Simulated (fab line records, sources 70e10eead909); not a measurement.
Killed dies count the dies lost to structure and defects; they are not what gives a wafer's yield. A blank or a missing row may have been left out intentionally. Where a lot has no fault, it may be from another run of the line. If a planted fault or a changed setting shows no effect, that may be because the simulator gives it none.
A struck lot beside a sound one / flow nand-harc / 15 out of 1302 route steps
Sound: these wafers, L406.1, L406.2, L406.3. The struck wafers were L405.1, L405.5, L405.6. Last of all comes the cause.
Per side, at each step with rows, come the tool, then ch with its chambers, and then its first start. Under that, the readings that differ: sound wafers / struck wafers / difference of the means / sigmas: that difference in standard deviations of wafers without a fault.
alike: readings whose means differ by less than 2 such deviations, and words and numbers that are the same on both sides. not compared: withheld readings, readings that some wafer has no value for, bounds like >300 that may hide the same value, and numbers for which the record gives no deviation and whose values overlap.
Wherever a step has rows on one side only, a row that says differs or no value, or a row with sigmas, the two part there. Non-overlapping numbers with no deviation appear without sigmas and do not part them. Lack of a reading on every wafer of one side parts them only where that side has two or more wafers.

first, 1 step without rows for these wafers: NHARC_P_M2_ETCH_35 (etches the open film in N2/H2, target depth 40 nm, overetch 12 nm, time 43.94 s).
NHARC_P_M2_ETCH_15: etches the open film in C4F8/Ar, target depth 182.5 nm, time 91.2 s.
  sound: rie-diel-06 ch 0,1,2; struck: rie-diel-06 ch 2,3
  alike: bias-w, oes-product-au, rf-vpp-V
  not compared: rf-hours-counter-h
NHARC_P_M2_CD_MEAS_16:
  sound on cd-sem-03, day 14 08:03; struck on cd-sem-01, day 13 12:37
  alike: cd-nm
NHARC_P_M2_STRIP_18: strips in N2/H2.
  sound on rie-diel-07 ch 0,1,2, day 14 08:10; struck on rie-diel-06 ch 2,3, day 13 12:42
  alike: drypump-motor-current-A, oes-product-au, power-w, rf-vpp-V, showerhead-plenum-p-Torr, throttle-valve-pct
  not compared: rf-hours-counter-h
then, 2 steps without rows for these wafers: NHARC_P_M2_ETCH_28 (etches the open film in CF4/N2, target depth 30 nm, time 72.99 s); NHARC_P_M2_STRIP_19 (strips in post etch residue remover, time 600 s).
NHARC_P_M2_DEGAS_29: time 60 s.
  sound on pvd-sputter-03, day 14 08:49; struck on pvd-sputter-01, day 13 13:20
  alike: heater-power-w
then, 1 step without rows for these wafers: NHARC_P_M2_PRE_CLEAN_30 (time 30 s).
NHARC_P_M2_PVD_20: deposits TaN, target thk 5 nm, time 8.06 s.
  sound on pvd-sputter-03; struck on pvd-sputter-01
  alike: chamber-pressure-pa, throttle-valve-pct
then, 2 steps without rows for these wafers: NHARC_P_M2_PVD_21 (deposits Cu, target thk 30 nm, time 20.49 s); NHARC_P_M2_ECD_22 (material Cu, target thk 400 nm).
NHARC_P_M2_ANNEAL_31: time 90 s.
  sound on rtp-anneal-02 ch 0, day 14 09:33; struck on rtp-anneal-01 ch 0, day 13 14:05
  alike: wafer_temp_C_max
NHARC_P_M2_CMP_23: polishes, t overpolish 20 s, target thk 144.3 nm.
  sound on cmp-04 ch 0,2,3, day 14 09:56; struck on cmp-03 ch 1,2, day 13 14:25
  no value came back on the struck wafers for edge-zone-pressure-frac, motor-current-A (A), time-to-endpoint-s (s); on the sound wafers edge-zone-pressure-frac reads 1.003 1.003 0.986
NHARC_P_M2_THK_MEAS_24: measures by xrf.
  sound on film-metro-02, day 14 10:14; struck on film-metro-02, day 13 14:55
reading=thk-nm (nm); sound=142.7 144.3 143.3; struck=397.8 398.6 397.7; difference=+254.6; sigmas=+99 or more
  not compared: hold
after that, 1 step had no rows for these wafers: NHARC_END_SORT_01.

## WHERE THEY PART
At NHARC_P_M2_CMP_23 first; at NHARC_P_M2_THK_MEAS_24 last (within this record only).

WHY: the cause the simulator had injected
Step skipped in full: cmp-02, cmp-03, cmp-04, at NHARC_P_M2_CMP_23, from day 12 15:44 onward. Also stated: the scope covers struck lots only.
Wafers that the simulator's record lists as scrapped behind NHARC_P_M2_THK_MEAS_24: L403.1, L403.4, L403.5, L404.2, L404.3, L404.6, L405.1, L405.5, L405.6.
